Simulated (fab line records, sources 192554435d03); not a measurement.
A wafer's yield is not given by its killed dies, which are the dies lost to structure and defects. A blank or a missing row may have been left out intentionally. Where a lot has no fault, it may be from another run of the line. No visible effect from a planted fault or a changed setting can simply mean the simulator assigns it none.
8D (eight disciplines) problem report, filled in by code + flow n5_finfet + the parts of the form that need people (team, actions taken, sign-off) are left out

1. PROBLEM STATEMENT
run_length_s at N5_BEOL_M2_VIA_ETCH_34 reads a mean of 86.2 s on 6 wafers of 2 lots; wafers without a fault read 89.2 s with a standard deviation of 0.33. That puts it -9.1 standard deviations away from the usual mean.
The step: etches the open film in C4F6/O2, target depth 69.4 nm, time 65.9 s.
First observed at day 10 17:19: wafer L384.1, on rie_diel-02. The record has a number at this step for 17 wafers belonging to 6 lots. By rule, "out" or "out of limits" means more than 4 standard deviations away from the usual mean. The other wafers with a number count as sound.

2. WHAT IT IS; WHAT IT IS NOT
| question                    | is                     | is not                                                                                                          |
|-----------------------------|------------------------|-----------------------------------------------------------------------------------------------------------------|
| which readings at this step | run_length_s           | C4F6_flow_sccm, drypump_motor_current_A, oes_product_au, rf_vpp_V, showerhead_plenum_p_Torr, throttle_valve_pct |
| which lots                  | L384, L387             | L371, L381, L389, L390                                                                                          |
| which wafers of those lots  | all that have a number | -                                                                                                               |
| read on which tools         | rie_diel-02            | rie_diel-01, rie_diel-05                                                                                        |
| when                        | from day 10 17:19      | up to then (6 sound wafers); but 5 sound wafers of L389, L390 came after                                        |

3. WHAT RULES OUT EACH SUSPECT
Counting: a tool at a process step up to the reading stays a suspect if it ran every lot that is out and no sound lot after the first of them.
- rie_diel-02 at N5_BEOL_M2_DESCUM_33 (chemistry O2, time 7 s): ruled out as a lasting fault. After its first lot that is out, L384 (day 10 06:59), sound lots L390 ran on it.
- rie_diel-02 at N5_BEOL_M2_ETCH_77 (etches underlayer in N2/H2, target depth 6.5 nm, time 5.2 s): ruled out as a lasting fault. After its first lot that is out, L384 (day 10 07:01), sound lots L390 ran on it.
- rie_diel-02 at N5_BEOL_M2_ETCHBACK_99 (etches SiO2 in CHF3, target depth 5 nm, time 10.4 s): kept. All lots that are out passed through it, beginning with L384 at day 10 17:11, and no sound lot followed; its final sound lot before that point was L381 at day 9 16:05.
- rie_diel-02 at N5_BEOL_M2_ETCH_70 (etches SOC in N2/H2, target depth 80 nm, overetch 24 nm, time 130 s): kept. All lots that are out passed through it, beginning with L384 at day 10 17:13, and no sound lot followed; its final sound lot before that point was L381 at day 9 16:07.
- rie_diel-02 at N5_BEOL_M2_VIA_ETCH_34 (etches the open film in C4F6/O2, target depth 69.4 nm, time 65.9 s): kept. All lots that are out passed through it, beginning with L384 at day 10 17:19, and no sound lot followed; its final sound lot before that point was L381 at day 9 16:14. Its own run_length_s readings are out on those wafers.
rie_diel-02 at N5_BEOL_M2_ETCHBACK_99, rie_diel-02 at N5_BEOL_M2_ETCH_70 and rie_diel-02 at N5_BEOL_M2_VIA_ETCH_34 are what is left after counting.

4. THE CAUSE (what the simulator had put in)
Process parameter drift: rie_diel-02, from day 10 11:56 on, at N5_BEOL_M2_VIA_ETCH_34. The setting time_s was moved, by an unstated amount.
Of the 3 suspects that counting leaves, this tool is one.

5. THE CHAIN OF EFFECTS, in route order
Each row: a reading whose mean over the struck wafers that have a number lies more than 3 standard deviations from the usual. Readings are gone through only where the record gives a usual standard deviation; hours: the median, over the lots, of the time from a lot's start at the first step in this table giving one to that lot's start at this step; sigmas: the change measured in usual standard deviations.
| hours | step                   | reading      | usual  | on struck wafers | change | sigmas |
|-------|------------------------|--------------|--------|------------------|--------|--------|
| 0     | N5_BEOL_M2_VIA_ETCH_34 | run_length_s | 89.2 s | 86.2             | -3.0   | -9.1   |
Its process steps:
- N5_BEOL_M2_VIA_ETCH_34: etches the open film in C4F6/O2, target depth 69.4 nm, time 65.9 s.

6. WHAT WOULD HAVE CAUGHT IT SOONER
First out-of-limits reading in this record: day 10 17:19, which is 5 hours after fault onset at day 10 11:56.
